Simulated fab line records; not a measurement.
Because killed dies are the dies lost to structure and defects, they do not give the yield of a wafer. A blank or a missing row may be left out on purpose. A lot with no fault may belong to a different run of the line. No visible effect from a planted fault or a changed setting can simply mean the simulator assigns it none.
One fault seen from 3 desks || flow n5_finfet || each desk has only its own numbers; what lay behind them comes last

THE DEFECT DESK
Per lot, the means of the sampled wafers with a number show what the inspections along the route counted. The brackets show how far a lot's mean lies from the usual mean; more than 4 standard deviations puts the lot out of limits, marked OUT.
Columns: A = raw_defect_count at N5_WELL_APT_INSPECT_27, usual 1.9
{"lot": "L596", "first seen here": "day 1 15:01", "A": 2.0}
{"lot": "L598", "first seen here": "day 2 03:00", "A": 4.0}
{"lot": "L604", "first seen here": "day 3 15:17", "A": 1.7}
{"lot": "L606", "first seen here": "day 4 03:09", "A": 2.0}
{"lot": "L615", "first seen here": "day 6 09:25", "A": 2.3}
{"lot": "L619", "first seen here": "day 7 09:21", "A": 2.7}
Result from this desk: across the 6 lots, nothing is out of limits.

AT THE METROLOGY DESK
Means of the sampled wafers that have a number, per lot and without regard to the tool the lot ran on: this is what the gauges read. The brackets show how far a lot's mean lies from the usual mean; more than 4 standard deviations puts the lot out of limits, marked OUT.
Columns: A = cd_nm at N5_WELL_APT_CD_MEAS_25, usual 200.0 nm; B = PWELL_OVL at N5_WELL_APT_OVL_MEAS_26, usual 2 nm
{"lot": "L596", "first seen here": "day 1 14:57", "A": 199.5, "B": 3}
{"lot": "L598", "first seen here": "day 2 02:57", "A": 199.9, "B": 3}
{"lot": "L604", "first seen here": "day 3 15:13", "A": 198.7, "B": 8}
{"lot": "L606", "first seen here": "day 4 03:05", "A": 201.6, "B": -3}
{"lot": "L615", "first seen here": "day 6 09:22", "A": 198.7, "B": -2}
{"lot": "L619", "first seen here": "day 7 09:18", "A": 201.7, "B": 4}
Result from this desk: across the 6 lots, nothing is out of limits.

FOR THE TOOL OWNER'S DESK: implanter-02
The tool's own readings at N5_WELL_APT_IMPLANT_32: means of the sampled wafers that have a number, for each lot that ran on this tool. The brackets show how far a lot's mean lies from the usual mean; more than 4 standard deviations puts the lot out of limits, marked OUT.
Columns: A = beam_energy_keV at N5_WELL_APT_IMPLANT_32, usual 50.005
{"lot": "L598", "first seen here": "day 2 03:20", "A": 50.004}
{"lot": "L604", "first seen here": "day 3 15:35", "A": "56.674 (+99 or more) OUT"}
{"lot": "L606", "first seen here": "day 4 03:34", "A": "56.671 (+99 or more) OUT"}
Finding of this desk: L604, L606 out of limits; the first was L604 at day 3 15:35, on beam_energy_keV at N5_WELL_APT_IMPLANT_32. L598: within limits.

PUT TOGETHER
An alarm could have come from the tool owner's desk at day 3 15:35, on L604, L606.
No out-of-limits result turned up at the defect desk.
Metrology desk: nothing out of limits seen.
The defect desk has L604, L606 on record, within its limits.
The metrology desk holds a record of L604, L606, inside its limits.
All the named lots went through N5_WELL_APT_IMPLANT_32 on implanter-02.

WHAT WAS PUT IN BY THE SIMULATOR
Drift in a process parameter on implanter-02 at N5_WELL_APT_IMPLANT_32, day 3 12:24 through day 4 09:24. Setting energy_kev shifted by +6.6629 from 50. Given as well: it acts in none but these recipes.
Lots struck among those shown: L604, L606.
Hours from the fault's start to each desk's first reading out of limits: the tool owner's desk, 3.
